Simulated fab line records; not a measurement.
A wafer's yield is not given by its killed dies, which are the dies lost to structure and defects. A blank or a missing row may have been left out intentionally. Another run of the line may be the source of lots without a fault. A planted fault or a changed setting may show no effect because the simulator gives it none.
Chamber matching | flow nand harc | 4 sister chambers for NHARC_A_CHANNEL_FILL_D1_ETCHBACK_20 on rie diel-08
The step etches the open film in C4F8/O2/Ar, target depth 27 nm, time 13.5 s. 8 wafers are shown with their chamber, then 8 later ones without.

WAFERS PAIRED WITH THEIR CHAMBERS
wafer  | chamber | rf vpp V (V) | oes product au (a.u.)
L082.6 | 2       | 980          | 0.93
L081.5 | 0       | 984          | 0.93
L085.1 | 3       | 981          | 0.93
L085.5 | 2       | 982          | 0.94
L090.2 | 3       | 980          | 0.99
L090.3 | 1       | 976          | 1.00
L090.4 | 0       | 983          | 1.00
L091.2 | 1       | 977          | 0.98

WAFERS WITHOUT THEIR CHAMBER
wafer  | rf vpp V (V) | oes product au (a.u.)
L091.4 | 983          | 0.99
L091.5 | 977          | 1.00
L094.1 | 978          | 1.00
L094.2 | 984          | 1.00
L094.4 | 976          | 1.01
L097.1 | 977          | 0.96
L097.4 | 979          | 0.97
L097.5 | 982          | 0.98

CHAMBER TAKEN BY EACH
wafer  | from the rows above          | in truth
L091.4 | can't be placed: 0 or 2 or 3 | 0
L091.5 | 1                            | 1
L094.1 | can't be placed: 1 or 3      | 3
L094.2 | 0                            | 0
L094.4 | 1                            | 1
L097.1 | 1                            | 1
L097.4 | can't be placed: 3 or 2 or 1 | 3
L097.5 | can't be placed: 0 or 3 or 2 | 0
Correct placement for 4 of the 8. Unplaceable from these rows: 4, with the true chamber sitting among the candidates in 4. Placed wrongly: 0.
How it was worked out, from the rows above alone: a wafer's distance from a chamber is the root of the sum, over the readings, of the square of ((its reading less the chamber's mean) divided by the reading's scatter). If the next closest chamber is less than 2 further off than the closest, the wafer can't be placed; otherwise it belongs to the closest. For every chamber, the mean is computed from those of its wafers that are shown. How the scatter is found: for the shown wafers, subtract from each reading the mean of its chamber, square and add these, divide the total by (wafers less chambers), then take the root.
